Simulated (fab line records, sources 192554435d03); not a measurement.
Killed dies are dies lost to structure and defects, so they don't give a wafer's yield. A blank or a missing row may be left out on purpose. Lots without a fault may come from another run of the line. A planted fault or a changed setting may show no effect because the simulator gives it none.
Which tool did it? | flow n5_finfet | 10 lots, 28 wafers sampled, at 6 steps of a route of 1938

WHAT THE GAUGES READ, wafer by wafer
N5_ZERO_LAYER_CD_MEAS_11: target cd 2000 nm. Usual: cd_nm 1999.3 nm, standard deviation 2.4.
lot  | measured    | on        | cd_nm (nm)           | flag
L178 | day 1 12:58 | cd_sem-03 | 1997.5 2001.0 1999.6 |
L179 | day 1 18:46 | cd_sem-01 | 1995.4 2001.9 1999.1 |
L183 | day 2 18:38 | cd_sem-02 | 2002.9 1998.8 1999.0 |
L184 | day 3 00:46 | cd_sem-01 | 1998.8 1999.8        |
L187 | day 3 18:57 | cd_sem-02 | 2000.1 2000.8 2002.4 |
L195 | day 5 18:46 | cd_sem-01 | 1990.7 1996.5 1996.8 |
L196 | day 6 00:46 | cd_sem-02 | 1989.8 1991.2 2001.7 |
L197 | day 6 06:46 | cd_sem-02 | 2003.2 2004.9        |
L200 | day 7 00:46 | cd_sem-01 | 2001.9 2001.8 2002.6 |
L201 | day 7 06:40 | cd_sem-03 | 2000.3 2000.2 2002.3 |

N5_WELL_APT_OVL_MEAS_09. Usual: NWELL_OVL 0 nm, standard deviation 7.2.
lot  | measured    | on         | NWELL_OVL (nm) | flag
L178 | day 1 14:02 | overlay-02 | 7 0 12         |
L179 | day 1 19:50 | overlay-01 | 9 1 9          |
L183 | day 2 19:43 | overlay-02 | -4 10 -4       |
L184 | day 3 01:43 | overlay-02 | 3 4            |
L187 | day 3 20:04 | overlay-02 | -2 4 5         |
L195 | day 5 19:52 | overlay-02 | 12 1 -1        |
L196 | day 6 01:53 | overlay-02 | -4 1 0         |
L197 | day 6 07:50 | overlay-02 | 4 -4           |
L200 | day 7 01:50 | overlay-01 | -2 3 16        |
L201 | day 7 07:44 | overlay-02 | -11 -5 -6      |

N5_WELL_APT_INSPECT_10: inspects for defects (macro). Usual: raw_defect_count 2.1, standard deviation 1.5.
lot  | measured    | on                | raw_defect_count | flag
L178 | day 1 14:03 | defect_inspect-01 | 4 3 3            |
L179 | day 1 19:52 | defect_inspect-01 | 0 4 1            |
L183 | day 2 19:44 | defect_inspect-01 | 4 1 1            |
L184 | day 3 01:44 | defect_inspect-01 | 1 0              |
L187 | day 3 20:05 | defect_inspect-02 | 2 3 3            |
L195 | day 5 19:53 | defect_inspect-02 | 3 1 0            |
L196 | day 6 01:55 | defect_inspect-02 | 0 0 2            |
L197 | day 6 07:52 | defect_inspect-01 | 1 0              |
L200 | day 7 01:52 | defect_inspect-01 | 1 4 1            |
L201 | day 7 07:46 | defect_inspect-01 | 3 2 1            |

N5_BEOL_M4_RC_MEAS_101. Usual: DIBL_N 37.7 mV/V, standard deviation 2; DIBL_P 37.7 mV/V, standard deviation 2.3; IOFF_N 0.18 nA/um, standard deviation 0.039; IOFF_P 0.23 nA/um, standard deviation 0.042; ION_N 681 uA/um, standard deviation 12; ION_P 463 uA/um, standard deviation 8; SS_N 71.9 mV/dec, standard deviation 0.68; SS_P 73.6 mV/dec, standard deviation 0.71; VT_N 248 mV, standard deviation 3.2; VT_P -249 mV, standard deviation 3.1.
lot  | measured     | on        | DIBL_N (mV/V)  | DIBL_P (mV/V)  | IOFF_N (nA/um) | IOFF_P (nA/um) | ION_N (uA/um) | ION_P (uA/um) | SS_N (mV/dec)  | SS_P (mV/dec)  | VT_N (mV)   | VT_P (mV)      | flag
L178 | day 12 07:17 | prober-01 | 36.6 38.5 40.1 | 36.6 38.0 42.1 | 0.17 0.20 0.26 | 0.24 0.25 0.36 | 669 675 688   | 464 460 471   | 72.1 72.3 72.8 | 72.7 73.1 73.9 | 249 248 243 | -245 -243 -241 |
L179 | day 12 09:55 | prober-01 | 36.0 41.0 37.1 | 33.5 39.8 35.3 | 0.15 0.31 0.17 | 0.17 0.28 0.20 | 683 702 672   | 459 465 459   | 71.5 72.3 71.9 | 73.2 74.6 73.7 | 248 239 247 | -252 -246 -250 |
L183 | day 12 17:31 | prober-02 | 36.9 40.1 35.0 | 37.8 40.5 34.6 | 0.16 0.25 0.14 | 0.22 0.27 0.18 | 654 685 679   | 455 462 455   | 71.3 73.1 71.2 | 74.1 74.9 73.2 | 252 244 250 | -251 -249 -253 |
L184 | day 13 17:46 | prober-01 | 36.3 39.2      | 37.5 41.1      | 0.16 0.23      | 0.21 0.26      | 684 700       | 469 471       | 72.1 72.5      | 73.8 75.4      | 252 245     | -249 -248      |
L187 | day 13 21:57 | prober-01 | 37.6 40.3 38.8 | 36.9 38.5 38.6 | 0.16 0.23 0.18 | 0.23 0.25 0.24 | 664 682 670   | 460 461 455   | 72.0 72.7 71.5 | 74.0 74.1 73.5 | 250 247 251 | -249 -245 -250 |
L195 | day 15 12:46 | prober-02 | 37.2 37.3 38.1 | 36.4 36.6 37.9 | 0.17 0.16 0.19 | 0.23 0.23 0.25 | 674 680 676   | 463 463 459   | 71.4 72.0 72.4 | 73.9 74.3 73.7 | 248 252 249 | -250 -250 -246 |
L196 | day 16 00:22 | prober-01 | 38.0 37.0 39.6 | 36.7 35.4 38.5 | 0.18 0.16 0.20 | 0.22 0.20 0.24 | 665 677 681   | 457 462 463   | 71.2 71.2 72.0 | 73.7 73.1 74.4 | 248 248 246 | -250 -249 -251 |
L197 | day 16 18:10 | prober-01 | 38.2 33.5      | 38.9 32.8      | 0.19 0.11      | 0.24 0.16      | 685 674       | 466 461       | 71.8 70.6      | 73.5 72.8      | 246 254     | -248 -255      |
L200 | day 17 05:06 | prober-02 | 39.4 36.0 38.5 | 38.3 34.0 39.8 | 0.22 0.17 0.22 | 0.26 0.19 0.30 | 685 680 688   | 469 459 471   | 73.2 71.6 71.4 | 73.9 72.8 73.6 | 245 249 244 | -247 -251 -246 |
L201 | day 17 18:26 | prober-02 | 36.5 33.3 36.9 | 36.5 31.9 37.3 | 0.16 0.12 0.19 | 0.26 0.17 0.26 | 662 680 686   | 460 463 475   | 71.5 70.8 72.2 | 73.6 73.0 74.0 | 250 248 248 | -245 -251 -246 |

WHICH TOOL RAN EACH LOT (tool, then ch and the chambers of the sampled wafers, then the start)
lot  | N5_ZERO_LAYER_DEVELOP_10         | N5_WELL_APT_DESCUM_13
L178 | litho_track-01 ch 0, day 1 12:50 | rie_diel-04 ch 2,3, day 1 14:05
L179 | litho_track-01 ch 0, day 1 18:40 | rie_diel-01 ch 0,2,3, day 1 19:54
L183 | litho_track-02 ch 0, day 2 18:32 | rie_diel-01 ch 1,2,3, day 2 19:47
L184 | litho_track-04 ch 0, day 3 00:39 | rie_diel-01 ch 0,1, day 3 01:46
L187 | litho_track-02 ch 0, day 3 18:50 | rie_diel-05 ch 0,1,2, day 3 20:07
L195 | litho_track-01 ch 0, day 5 18:39 | rie_diel-05 ch 0,1,2, day 5 20:17
L196 | litho_track-01 ch 0, day 6 00:40 | rie_diel-05 ch 0,3, day 6 02:10
L197 | litho_track-04 ch 0, day 6 06:39 | rie_diel-01 ch 0,3, day 6 08:04
L200 | litho_track-02 ch 0, day 7 00:39 | rie_diel-01 ch 0,1,3, day 7 02:30
L201 | litho_track-02 ch 0, day 7 06:32 | rie_diel-05 ch 1,2,3, day 7 07:53
- N5_ZERO_LAYER_DEVELOP_10: develop time 60 s.
- N5_WELL_APT_DESCUM_13: chemistry O2, time 7.9 s.

WHAT THE TOOLS THEMSELVES READ (means of the sampled wafers that have a number; where no wafer has one, the mark that the record gives instead)
N5_WELL_APT_DESCUM_13. Usual: bias_power_w 20.00 W, standard deviation 0.06; drypump_motor_current_A 5.9 A, standard deviation 0.41; oes_product_au 0.81 a.u., standard deviation 0.093; rf_vpp_V 243.5 V, standard deviation 1.4; showerhead_plenum_p_Torr 2.13 Torr, standard deviation 0.069; throttle_valve_pct 20.32 %, standard deviation 0.28.
lot  | tool        | bias_power_w (W) | drypump_motor_current_A (A) | oes_product_au (a.u.) | rf_vpp_V (V) | showerhead_plenum_p_Torr (Torr) | throttle_valve_pct (%) | flag
L178 | rie_diel-04 | 19.98            | 5.7                         | 0.76                  | 243.6        | 2.15                            | 20.31                  |
L179 | rie_diel-01 | 20.02            | 6.0                         | 0.82                  | 244.4        | 2.14                            | 20.13                  |
L183 | rie_diel-01 | 20.06            | 5.9                         | 0.76                  | 243.1        | 2.10                            | 20.33                  |
L184 | rie_diel-01 | 19.88            | 6.1                         | 0.79                  | 243.3        | 2.16                            | 20.52                  |
L187 | rie_diel-05 | 19.98            | 5.9                         | 0.84                  | 243.7        | 2.11                            | 20.26                  |
L195 | rie_diel-05 | 20.03            | 5.9                         | 0.81                  | 243.4        | 2.10                            | 20.28                  |
L196 | rie_diel-05 | 19.97            | 6.0                         | 0.89                  | 245.0        | 2.23                            | 20.17                  |
L197 | rie_diel-01 | 20.04            | 6.3                         | 0.81                  | 244.6        | 2.16                            | 20.23                  |
L200 | rie_diel-01 | 19.96            | 6.2                         | 0.77                  | 243.9        | 2.13                            | 20.43                  |
L201 | rie_diel-05 | 20.01            | 6.2                         | 0.93                  | 245.2        | 2.20                            | 20.32                  |

THE ANSWER, worked out from the rows above alone
Rule: a lot is off if the mean of its wafers that have a number lies more than 3 standard deviations from the usual mean. A lot without any number at a reading at which 4 lots or more have one is off too. The other lots that the step has rows for count as sound. The gauges are gone through in route order, then the tools' own readings, and for those a lot's mean is taken as printed above. The first step at which some lot is off is used, and at that step the reading that is off furthest; a lot without a number counts as furthest.
No lot is off at any reading shown: from this, nothing can be told.

WHAT THE SIMULATOR HAD PUT IN
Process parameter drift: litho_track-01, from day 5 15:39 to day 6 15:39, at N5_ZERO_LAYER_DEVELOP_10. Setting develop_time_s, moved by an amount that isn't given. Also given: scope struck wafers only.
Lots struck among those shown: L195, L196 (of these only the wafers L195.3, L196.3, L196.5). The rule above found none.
